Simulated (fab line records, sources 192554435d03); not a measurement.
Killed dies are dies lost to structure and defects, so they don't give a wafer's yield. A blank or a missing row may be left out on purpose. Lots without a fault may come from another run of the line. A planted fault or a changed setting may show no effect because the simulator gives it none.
Chamber matching | flow n5_finfet | N5_MOL_CONTACT_COAG_ETCH_66 on rie_diel-04: 4 sister chambers
The step etches SiARC in CF4, target depth 13 nm, time 21.7 s. 4 wafers are shown with their chamber, then 11 later ones without.

WAFERS WITH THEIR CHAMBER
wafer  | chamber | drypump_motor_current_A (A)
L089.6 | 0       | 6.2
L090.5 | 1       | 5.5
L090.6 | 2       | 5.1
L092.1 | 3       | 5.5

WAFERS WITHOUT THEIR CHAMBER
wafer  | drypump_motor_current_A (A)
L092.4 | 5.5
L092.6 | 5.5
L094.1 | 5.2
L094.2 | 5.5
L094.6 | 5.5
L096.2 | 5.5
L096.4 | 5.5
L096.5 | 5.1
L097.1 | 5.5
L097.2 | 5.1
L097.5 | 5.1

WHICH CHAMBER EACH WENT THROUGH
wafer  | from the rows above     | in truth
L092.4 | can't be placed: 1 or 3 | 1
L092.6 | can't be placed: 1 or 3 | 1
L094.1 | 2                       | 2
L094.2 | can't be placed: 1 or 3 | 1
L094.6 | can't be placed: 1 or 3 | 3
L096.2 | can't be placed: 1 or 3 | 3
L096.4 | can't be placed: 1 or 3 | 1
L096.5 | 2                       | 2
L097.1 | can't be placed: 1 or 3 | 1
L097.2 | 2                       | 2
L097.5 | 2                       | 2
Placed correctly: 4 of 11. Can't be placed from these rows: 7 (the true chamber is among the candidates in 7). Placed wrongly: 0.
How it was worked out, from the rows above alone: a wafer's distance from a chamber is the root of the sum, over the readings, of the square of ((its reading less the chamber's mean) divided by the reading's scatter). The wafer belongs to the nearest chamber; if the next one is less than 2 further off, it can't be placed. A chamber's mean is the mean of its shown wafers. The scatter: with one shown wafer a chamber, the root of the mean of the squares of how far each hidden wafer lies from its nearest shown one.
